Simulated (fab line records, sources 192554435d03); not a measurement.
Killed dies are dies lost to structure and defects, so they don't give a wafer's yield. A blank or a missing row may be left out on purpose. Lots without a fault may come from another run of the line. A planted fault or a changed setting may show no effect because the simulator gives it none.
Which tool did it? | flow n5_finfet | 24 lots, 72 wafers sampled, at 6 steps of a route of 1938

WHAT THE GAUGES READ, wafer by wafer
The record holds no reading of a measuring or inspecting step that can be judged against a usual standard deviation.

WHICH TOOL RAN EACH LOT (tool, then ch and the chambers of the sampled wafers, then the start)
lot  | N5_BEOL_M1_ETCH_69                 | N5_BEOL_M1_ETCHBACK_99             | N5_BEOL_M1_SURFACE_TREAT_85  | N5_BEOL_M1_SPUTTER_48        | N5_BEOL_M1_SPUTTER_92        | N5_BEOL_M1_ANNEAL_51
L074 | rie_diel-01 ch 1,2,3, day 5 23:29  | rie_diel-06 ch 0,1,3, day 6 02:25  | pvd_sputter-01, day 6 13:32  | pvd_sputter-01, day 6 14:02  | pvd_sputter-01, day 6 15:21  | rtp_anneal-02 ch 0, day 6 15:59
L075 | rie_diel-05 ch 1,2,3, day 6 10:40  | rie_diel-05 ch 2,3, day 6 15:38    | pvd_sputter-03, day 6 16:55  | pvd_sputter-03, day 6 17:08  | pvd_sputter-03, day 6 18:27  | rtp_anneal-01 ch 0, day 6 19:08
L076 | rie_diel-01 ch 0,2,3, day 6 18:31  | rie_diel-06 ch 0,3, day 6 19:19    | pvd_sputter-03, day 6 20:51  | pvd_sputter-01, day 6 21:10  | pvd_sputter-01, day 6 22:29  | rtp_anneal-01 ch 0, day 6 23:12
L077 | rie_diel-01 ch 0,1,2, day 6 22:45  | rie_diel-01 ch 1,2,3, day 6 23:03  | pvd_sputter-01, day 7 00:05  | pvd_sputter-02, day 7 00:23  | pvd_sputter-02, day 7 01:43  | rtp_anneal-01 ch 0, day 7 02:46
L078 | rie_diel-01 ch 0,2,3, day 7 04:44  | rie_diel-01 ch 0,1,2, day 7 10:17  | pvd_sputter-01, day 7 11:12  | pvd_sputter-01, day 7 13:13  | pvd_sputter-01, day 7 14:32  | rtp_anneal-02 ch 0, day 7 15:39
L079 | rie_diel-01 ch 0,2,3, day 7 11:52  | rie_diel-01 ch 0,1,3, day 7 14:47  | pvd_sputter-01, day 7 16:57  | pvd_sputter-01, day 7 17:19  | pvd_sputter-01, day 7 19:57  | rtp_anneal-02 ch 0, day 7 21:07
L080 | rie_diel-01 ch 0,1,2, day 7 23:28  | rie_diel-05 ch 0,1,2, day 7 23:50  | pvd_sputter-02, day 8 01:28  | pvd_sputter-01, day 8 01:43  | pvd_sputter-01, day 8 03:02  | rtp_anneal-02 ch 0, day 8 03:43
L081 | rie_diel-05 ch 0,2,3, day 8 04:07  | rie_diel-05 ch 1,2,3, day 8 04:19  | pvd_sputter-01, day 8 05:42  | pvd_sputter-03, day 8 05:58  | pvd_sputter-03, day 8 07:17  | rtp_anneal-02 ch 0, day 8 07:58
L082 | rie_diel-01 ch 0,3, day 8 06:19    | rie_diel-06 ch 1,3, day 8 07:59    | pvd_sputter-03, day 8 09:08  | pvd_sputter-03, day 8 09:31  | pvd_sputter-03, day 8 10:50  | rtp_anneal-02 ch 0, day 8 11:29
L083 | rie_diel-01 ch 0,2,3, day 8 13:20  | rie_diel-05 ch 0,1,3, day 8 20:43  | pvd_sputter-03, day 8 21:49  | pvd_sputter-02, day 8 23:19  | pvd_sputter-02, day 9 00:38  | rtp_anneal-01 ch 0, day 9 01:16
L084 | rie_diel-06 ch 0,1,2, day 8 19:09  | rie_diel-06 ch 0,1,2, day 8 20:46  | pvd_sputter-01, day 8 22:13  | pvd_sputter-03, day 9 00:08  | pvd_sputter-03, day 9 01:28  | rtp_anneal-01 ch 0, day 9 02:19
L085 | rie_diel-05 ch 1,2,3, day 8 22:44  | rie_diel-06 ch 1,2,3, day 9 01:06  | pvd_sputter-01, day 9 02:37  | pvd_sputter-01, day 9 02:53  | pvd_sputter-01, day 9 04:13  | rtp_anneal-01 ch 0, day 9 06:07
L086 | rie_diel-06 ch 0,1, day 9 09:45    | rie_diel-01 ch 0,1,2, day 9 10:10  | pvd_sputter-03, day 9 11:10  | pvd_sputter-03, day 9 11:32  | pvd_sputter-03, day 9 12:52  | rtp_anneal-01 ch 0, day 9 13:43
L087 | rie_diel-06 ch 0,1,3, day 9 10:28  | rie_diel-01 ch 0,2,3, day 9 12:21  | pvd_sputter-01, day 9 13:47  | pvd_sputter-03, day 9 14:00  | pvd_sputter-03, day 9 15:26  | rtp_anneal-01 ch 0, day 9 16:19
L088 | rie_diel-05 ch 0,3, day 9 18:04    | rie_diel-05 ch 0,1,3, day 10 07:25 | pvd_sputter-01, day 10 08:35 | pvd_sputter-02, day 10 09:01 | pvd_sputter-02, day 10 10:20 | rtp_anneal-01 ch 0, day 10 11:01
L090 | rie_diel-06 ch 0,1,3, day 10 09:43 | rie_diel-06 ch 0,1, day 10 10:28   | pvd_sputter-03, day 10 11:44 | pvd_sputter-02, day 10 12:00 | pvd_sputter-02, day 10 13:19 | rtp_anneal-01 ch 0, day 10 14:03
L089 | rie_diel-05 ch 0,1,3, day 10 10:01 | rie_diel-05 ch 0,2,3, day 10 10:57 | pvd_sputter-02, day 10 13:50 | pvd_sputter-03, day 10 14:06 | pvd_sputter-03, day 10 15:25 | rtp_anneal-02 ch 0, day 10 16:04
L091 | rie_diel-06 ch 0,2,3, day 10 12:47 | rie_diel-05 ch 0,1,2, day 10 15:47 | pvd_sputter-03, day 10 17:02 | pvd_sputter-02, day 10 17:16 | pvd_sputter-02, day 10 18:35 | rtp_anneal-02 ch 0, day 10 19:16
L092 | rie_diel-01 ch 1,2,3, day 10 18:12 | rie_diel-06 ch 1,2,3, day 10 19:34 | pvd_sputter-03, day 10 20:43 | pvd_sputter-01, day 10 21:01 | pvd_sputter-01, day 10 22:20 | rtp_anneal-02 ch 0, day 10 23:01
L093 | rie_diel-01 ch 0,1,2, day 11 00:29 | rie_diel-05 ch 0,3, day 11 04:16   | pvd_sputter-03, day 11 05:52 | pvd_sputter-03, day 11 06:11 | pvd_sputter-03, day 11 07:31 | rtp_anneal-02 ch 0, day 11 08:17
L094 | rie_diel-05 ch 0,2, day 11 09:38   | rie_diel-05 ch 0,1, day 11 10:28   | pvd_sputter-02, day 11 11:47 | pvd_sputter-02, day 11 13:46 | pvd_sputter-02, day 11 15:05 | rtp_anneal-01 ch 0, day 11 15:43
L095 | rie_diel-06 ch 0,1,3, day 11 09:41 | rie_diel-06 ch 1,2,3, day 11 15:25 | pvd_sputter-01, day 11 17:10 | pvd_sputter-02, day 11 17:39 | pvd_sputter-02, day 11 18:58 | rtp_anneal-02 ch 0, day 11 19:41
L096 | rie_diel-05 ch 0,1, day 11 18:52   | rie_diel-05 ch 0,1,3, day 12 00:35 | pvd_sputter-02, day 12 02:33 | pvd_sputter-01, day 12 02:50 | pvd_sputter-01, day 12 04:09 | rtp_anneal-02 ch 0, day 12 04:53
L097 | rie_diel-06 ch 2,3, day 11 21:50   | rie_diel-01 ch 1,2, day 12 01:03   | pvd_sputter-01, day 12 04:40 | pvd_sputter-01, day 12 04:55 | pvd_sputter-01, day 12 06:14 | rtp_anneal-02 ch 0, day 12 06:52
- N5_BEOL_M1_ETCH_69: etches SiARC in CF4, target depth 15.6 nm, time 26 s.
- N5_BEOL_M1_ETCHBACK_99: etches SiO2 in CHF3, target depth 5 nm, time 10.4 s.
- N5_BEOL_M1_SURFACE_TREAT_85
- N5_BEOL_M1_SPUTTER_48: material Cu, target thk 4.5 nm, time 8.29 s.
- N5_BEOL_M1_SPUTTER_92: material Cu, target thk 4.5 nm, time 8.29 s.
- N5_BEOL_M1_ANNEAL_51: time 90 s.

WHAT THE TOOLS THEMSELVES READ (means of the sampled wafers that have a number; where no wafer has one, the mark that the record gives instead)
N5_BEOL_M1_ETCH_69.
lot  | tool        | drypump_motor_current_A (A) | etch_rf_on_time_s (s) | oes_product_au (a.u.) | rf_vpp_V (V) | showerhead_plenum_p_Torr (Torr) | throttle_valve_pct (%)
L074 | rie_diel-01 | 5.7                         | 26.5                  | 0.61                  | 184.2        | 2.14                            | 15.82
L075 | rie_diel-05 | 6.1                         | 25.2                  | 0.62                  | 183.1        | 2.13                            | 15.58
L076 | rie_diel-01 | 5.7                         | 25.5                  | 0.69                  | 183.3        | 2.12                            | 15.60
L077 | rie_diel-01 | 5.8                         | 26.2                  | 0.68                  | 184.2        | 2.08                            | 15.62
L078 | rie_diel-01 | 5.7                         | 25.7                  | 0.69                  | 184.4        | 2.12                            | 15.62
L079 | rie_diel-01 | 5.7                         | 25.6                  | 0.68                  | 183.9        | 2.12                            | 15.62
L080 | rie_diel-01 | 5.8                         | 26.3                  | 0.67                  | 183.4        | 2.08                            | 15.63
L081 | rie_diel-05 | 6.3                         | 25.5                  | 0.60                  | 183.6        | 2.09                            | 15.85
L082 | rie_diel-01 | 5.8                         | 25.5                  | 0.62                  | 184.4        | 2.16                            | 15.79
L083 | rie_diel-01 | 5.7                         | 25.5                  | 0.67                  | 183.9        | 2.12                            | 15.62
L084 | rie_diel-06 | 5.5                         | 25.7                  | 0.64                  | 183.1        | 2.08                            | 15.69
L085 | rie_diel-05 | 6.1                         | 25.2                  | 0.61                  | 183.4        | 2.13                            | 15.62
L086 | rie_diel-06 | 5.4                         | 26.2                  | 0.61                  | 182.7        | 2.13                            | 15.65
L087 | rie_diel-06 | 5.7                         | 26.5                  | 0.61                  | 184.0        | 2.13                            | 15.79
L088 | rie_diel-05 | 6.3                         | 25.6                  | 0.75                  | 186.4        | 2.26                            | 15.76
L090 | rie_diel-06 | 5.7                         | 26.2                  | 0.62                  | 184.2        | 2.13                            | 15.78
L089 | rie_diel-05 | 6.2                         | 25.4                  | 0.68                  | 184.8        | 2.21                            | 15.71
L091 | rie_diel-06 | 5.8                         | 25.6                  | 0.65                  | 183.1        | 2.08                            | 15.85
L092 | rie_diel-01 | 5.6                         | 26.3                  | 0.65                  | 184.2        | 2.13                            | 15.71
L093 | rie_diel-01 | 5.8                         | 26.1                  | 0.66                  | 183.7        | 2.07                            | 15.68
L094 | rie_diel-05 | 6.3                         | 25.6                  | 0.72                  | 183.9        | 2.20                            | 15.66
L095 | rie_diel-06 | 5.7                         | 26.1                  | 0.61                  | 185.4        | 2.12                            | 15.80
L096 | rie_diel-05 | 6.3                         | 25.6                  | 0.73                  | 185.0        | 2.23                            | 15.68
L097 | rie_diel-06 | 6.0                         | 26.1                  | 0.63                  | 182.7        | 2.07                            | 15.95

N5_BEOL_M1_ETCHBACK_99.
lot  | tool        | drypump_motor_current_A (A) | oes_ar_750_au (a.u.) | oes_product_au (a.u.) | rf_vpp_V (V) | showerhead_plenum_p_Torr (Torr) | throttle_valve_pct (%)
L074 | rie_diel-06 | 5.7                         | 0.75                 | 0.74                  | 238          | 2.14                            | 17.17
L075 | rie_diel-05 | 6.2                         | 0.71                 | 0.70                  | 247          | 2.17                            | 17.14
L076 | rie_diel-06 | 5.8                         | 0.76                 | 0.75                  | 238          | 2.16                            | 17.31
L077 | rie_diel-01 | 5.6                         | 0.81                 | 0.80                  | 240          | 2.16                            | 17.16
L078 | rie_diel-01 | 5.8                         | 0.79                 | 0.79                  | 242          | 2.10                            | 17.12
L079 | rie_diel-01 | 6.0                         | 0.72                 | 0.72                  | 240          | 2.14                            | 17.29
L080 | rie_diel-05 | 6.2                         | 0.72                 | 0.71                  | 240          | 2.07                            | 17.14
L081 | rie_diel-05 | 6.1                         | 0.72                 | 0.71                  | 243          | 2.14                            | 17.04
L082 | rie_diel-06 | 5.5                         | 0.73                 | 0.72                  | 239          | 2.12                            | 17.07
L083 | rie_diel-05 | 6.2                         | 0.72                 | 0.71                  | 241          | 2.13                            | 17.28
L084 | rie_diel-06 | 5.5                         | 0.76                 | 0.74                  | 237          | 2.08                            | 17.12
L085 | rie_diel-06 | 5.7                         | 0.75                 | 0.74                  | 238          | 2.08                            | 17.19
L086 | rie_diel-01 | 5.8                         | 0.77                 | 0.77                  | 242          | 2.09                            | 17.15
L087 | rie_diel-01 | 5.7                         | 0.78                 | 0.78                  | 242          | 2.13                            | 17.15
L088 | rie_diel-05 | 6.2                         | 0.80                 | 0.79                  | 242          | 2.21                            | 17.15
L090 | rie_diel-06 | 5.5                         | 0.73                 | 0.72                  | 237          | 2.14                            | 17.15
L089 | rie_diel-05 | 6.3                         | 0.78                 | 0.77                  | 244          | 2.18                            | 17.13
L091 | rie_diel-05 | 6.2                         | 0.80                 | 0.79                  | 242          | 2.15                            | 17.01
L092 | rie_diel-06 | 5.7                         | 0.75                 | 0.74                  | 238          | 2.08                            | 17.21
L093 | rie_diel-05 | 6.3                         | 0.85                 | 0.85                  | 242          | 2.26                            | 17.21
L094 | rie_diel-05 | 6.1                         | 0.80                 | 0.79                  | 239          | 2.19                            | 17.03
L095 | rie_diel-06 | 5.7                         | 0.74                 | 0.74                  | 238          | 2.07                            | 17.21
L096 | rie_diel-05 | 6.2                         | 0.78                 | 0.76                  | 242          | 2.21                            | 17.17
L097 | rie_diel-01 | 5.8                         | 0.76                 | 0.75                  | 242          | 2.11                            | 17.21

N5_BEOL_M1_SPUTTER_48.
lot  | tool           | throttle_valve_pct (%)
L074 | pvd_sputter-01 | 28.9
L075 | pvd_sputter-03 | 30.8
L076 | pvd_sputter-01 | 29.5
L077 | pvd_sputter-02 | 29.6
L078 | pvd_sputter-01 | 29.5
L079 | pvd_sputter-01 | 29.0
L080 | pvd_sputter-01 | 29.5
L081 | pvd_sputter-03 | 29.6
L082 | pvd_sputter-03 | 30.3
L083 | pvd_sputter-02 | 30.3
L084 | pvd_sputter-03 | 29.7
L085 | pvd_sputter-01 | 30.2
L086 | pvd_sputter-03 | 30.8
L087 | pvd_sputter-03 | 30.4
L088 | pvd_sputter-02 | 29.9
L090 | pvd_sputter-02 | 29.4
L089 | pvd_sputter-03 | 30.9
L091 | pvd_sputter-02 | 29.0
L092 | pvd_sputter-01 | 28.7
L093 | pvd_sputter-03 | 30.8
L094 | pvd_sputter-02 | 29.6
L095 | pvd_sputter-02 | 30.2
L096 | pvd_sputter-01 | 28.9
L097 | pvd_sputter-01 | 30.3

N5_BEOL_M1_SPUTTER_92.
lot  | tool           | throttle_valve_pct (%)
L074 | pvd_sputter-01 | 28.7
L075 | pvd_sputter-03 | 30.9
L076 | pvd_sputter-01 | 29.6
L077 | pvd_sputter-02 | 29.6
L078 | pvd_sputter-01 | 29.6
L079 | pvd_sputter-01 | 29.0
L080 | pvd_sputter-01 | 29.7
L081 | pvd_sputter-03 | 29.7
L082 | pvd_sputter-03 | 30.3
L083 | pvd_sputter-02 | 30.3
L084 | pvd_sputter-03 | 29.8
L085 | pvd_sputter-01 | 30.0
L086 | pvd_sputter-03 | 30.9
L087 | pvd_sputter-03 | 30.2
L088 | pvd_sputter-02 | 29.9
L090 | pvd_sputter-02 | 29.5
L089 | pvd_sputter-03 | 31.0
L091 | pvd_sputter-02 | 29.2
L092 | pvd_sputter-01 | 28.7
L093 | pvd_sputter-03 | 30.9
L094 | pvd_sputter-02 | 29.6
L095 | pvd_sputter-02 | 30.4
L096 | pvd_sputter-01 | 28.9
L097 | pvd_sputter-01 | 30.2

N5_BEOL_M1_ANNEAL_51.
lot  | tool          | wafer_temp_C_max
L074 | rtp_anneal-02 | 226.2
L075 | rtp_anneal-01 | 225.6
L076 | rtp_anneal-01 | 225.8
L077 | rtp_anneal-01 | 225.5
L078 | rtp_anneal-02 | 226.2
L079 | rtp_anneal-02 | 226.1
L080 | rtp_anneal-02 | 226.5
L081 | rtp_anneal-02 | 226.3
L082 | rtp_anneal-02 | 226.6
L083 | rtp_anneal-01 | 225.9
L084 | rtp_anneal-01 | 225.8
L085 | rtp_anneal-01 | 225.6
L086 | rtp_anneal-01 | 225.6
L087 | rtp_anneal-01 | 225.9
L088 | rtp_anneal-01 | 226.1
L090 | rtp_anneal-01 | 225.9
L089 | rtp_anneal-02 | 226.3
L091 | rtp_anneal-02 | 226.2
L092 | rtp_anneal-02 | 226.1
L093 | rtp_anneal-02 | 226.4
L094 | rtp_anneal-01 | 225.5
L095 | rtp_anneal-02 | 226.3
L096 | rtp_anneal-02 | 226.5
L097 | rtp_anneal-02 | 226.2

THE ANSWER, worked out from the rows above alone
Rule: what is usual is taken from the lots themselves. Put in order of their means at a reading, lots are off if they are a third of the lots or fewer, leave a main group of 4 or more, and stand apart from it by a gap of 3 or more times the standard deviation of the main group's means; of several such gaps the widest counts. A main group whose means are all the same, to the digits that the tables above print for the reading, isn't used. A lot without any number at a reading at which 4 lots or more have one is off too. The other lots that the step has rows for count as sound. The gauges are gone through in route order, then the tools' own readings, and for those a lot's mean is taken as printed above. The first step at which some lot is off is used, and at that step the reading that is off furthest; a lot without a number counts as furthest.
No lot is off at any reading shown: from this, nothing can be told.

WHAT THE SIMULATOR HAD PUT IN
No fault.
